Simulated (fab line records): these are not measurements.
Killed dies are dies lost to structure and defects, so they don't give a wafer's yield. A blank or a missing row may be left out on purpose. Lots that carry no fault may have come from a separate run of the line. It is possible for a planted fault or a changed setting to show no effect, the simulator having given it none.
Which tool did it? / flow nand harc / 11 lots, 33 wafers sampled, at 1 step of a route of 1159

## WHAT THE GAUGES READ, wafer by wafer
NHARC_P_M1_INSPECT_27.
lot=L302; measured=day 6 13:08; on=defect inspect-01; raw defect count=305 426 252
lot=L300; measured=day 6 14:25; on=defect inspect-02; raw defect count=615 321 365
lot=L303; measured=day 6 23:37; on=defect inspect-01; raw defect count=193 229 171
lot=L305; measured=day 7 07:22; on=defect inspect-01; raw defect count=355 398 284
lot=L306; measured=day 7 14:18; on=defect inspect-02; raw defect count=236 253 315
lot=L316; measured=day 10 07:45; on=defect inspect-01; raw defect count=224 200 272
lot=L314; measured=day 10 09:20; on=defect inspect-02; raw defect count=430 269 302
lot=L318; measured=day 10 19:08; on=defect inspect-02; raw defect count=418 374 416
lot=L319; measured=day 10 19:26; on=defect inspect-01; raw defect count=297 229 294
lot=L321; measured=day 11 05:35; on=defect inspect-02; raw defect count=340 177 317
lot=L323; measured=day 11 17:39; on=defect inspect-02; raw defect count=368 546 429

## TOOL THAT RAN EACH LOT (tool first, then ch and the chambers of the sampled wafers, then the start)
The record holds no process step before these readings.

## THE ANSWER, worked out from the rows above alone
Rule: the usual values come from the lots themselves. Put in order of their means at a reading, lots are off if they are a third of the lots or fewer, leave a main group of 4 or more, and stand apart from it by a gap of 3 or more times the standard deviation of the main group's means; of several such gaps the widest counts. A main group is skipped when, at the precision printed for the reading in the tables above, its means are all equal. A lot without any number at a reading at which 4 lots or more have one is off too. The other lots that the step has rows for count as sound.
Nothing can be told from this: no lot is off at any reading shown.

## WHAT THE SIMULATOR HAD PUT IN
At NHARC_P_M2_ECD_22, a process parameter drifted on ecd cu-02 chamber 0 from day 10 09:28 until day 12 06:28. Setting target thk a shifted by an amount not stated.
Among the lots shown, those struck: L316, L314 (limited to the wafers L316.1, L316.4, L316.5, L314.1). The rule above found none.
